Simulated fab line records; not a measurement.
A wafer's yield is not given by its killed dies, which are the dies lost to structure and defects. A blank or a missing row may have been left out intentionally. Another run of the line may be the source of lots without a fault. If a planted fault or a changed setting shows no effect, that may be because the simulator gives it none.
Matching of chambers    flow nand_harc    pecvd-02 running NHARC_A_STAIRCASE_DEP_322: 3 sister chambers
The step deposits SiO2, target thk 7200 nm. 18 wafers are shown with their chamber, then 9 later ones without.

## WAFERS PAIRED WITH THEIR CHAMBERS
wafer   chamber  heater_power_w (W)  heater_power_outer_w (W)  susceptor_temp_C (C)
L076.1  0        841                 472                       400.03
L076.3  1        752                 428                       399.95
L076.4  0        738                 412                       400.04
L078.2  2        626                 392                       399.93
L078.3  0        782                 445                       399.81
L078.4  2        614                 382                       399.98
L079.1  2        720                 472                       400.06
L079.3  0        872                 523                       399.59
L079.4  0        746                 401                       399.77
L081.3  1        739                 430                       399.92
L081.5  2        617                 384                       399.79
L081.6  0        756                 417                       399.92
L082.1  0        868                 509                       400.33
L082.4  2        614                 386                       400.03
L082.6  0        753                 407                       400.22
L083.3  0        926                 541                       400.09
L083.4  0        758                 405                       399.68
L083.6  1        605                 328                       399.58

SIGNATURES (averages over the wafers above)
reading               chamber 0  chamber 1  chamber 2  scatter within a chamber
heater_power_w        804.00     698.67     638.20     64.2
heater_power_outer_w  453.20     395.33     403.20     51
susceptor_temp_C      399.9480   399.8167   399.9580   0.206
Rule: for a wafer and a chamber, the distance is found by dividing, reading by reading, the gap between the wafer's reading and the chamber's mean by the reading's scatter, squaring, summing and taking the root. The wafer belongs to the nearest chamber; if the next one is less than 2 further off, it can't be placed. How the scatter is found: for the shown wafers, subtract from each reading the mean of its chamber, square and add these, divide the total by (wafers less chambers), then take the root.

## WAFERS WITHOUT THEIR CHAMBER
wafer   heater_power_w (W)  heater_power_outer_w (W)  susceptor_temp_C (C)
L089.1  646                 396                       400.09
L089.3  722                 408                       399.77
L089.6  604                 320                       400.05
L090.2  703                 452                       399.64
L090.5  756                 413                       399.55
L090.6  625                 391                       399.85
L091.2  822                 471                       399.97
L091.3  620                 336                       399.93
L091.5  621                 381                       400.24

## CHAMBER TAKEN BY EACH
wafer   from the rows above           in truth
L089.1  can't be placed: 2 or 1       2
L089.3  can't be placed: 1 or 2 or 0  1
L089.6  can't be placed: 2 or 1       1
L090.2  can't be placed: 1 or 2 or 0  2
L090.5  can't be placed: 1 or 0 or 2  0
L090.6  can't be placed: 2 or 1       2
L091.2  0                             0
L091.3  can't be placed: 2 or 1       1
L091.5  can't be placed: 2 or 1       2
Placed correctly: 1 of 9. Not placeable from these rows: 8 (in 8, the candidates include the true chamber). Wrongly placed: 0.
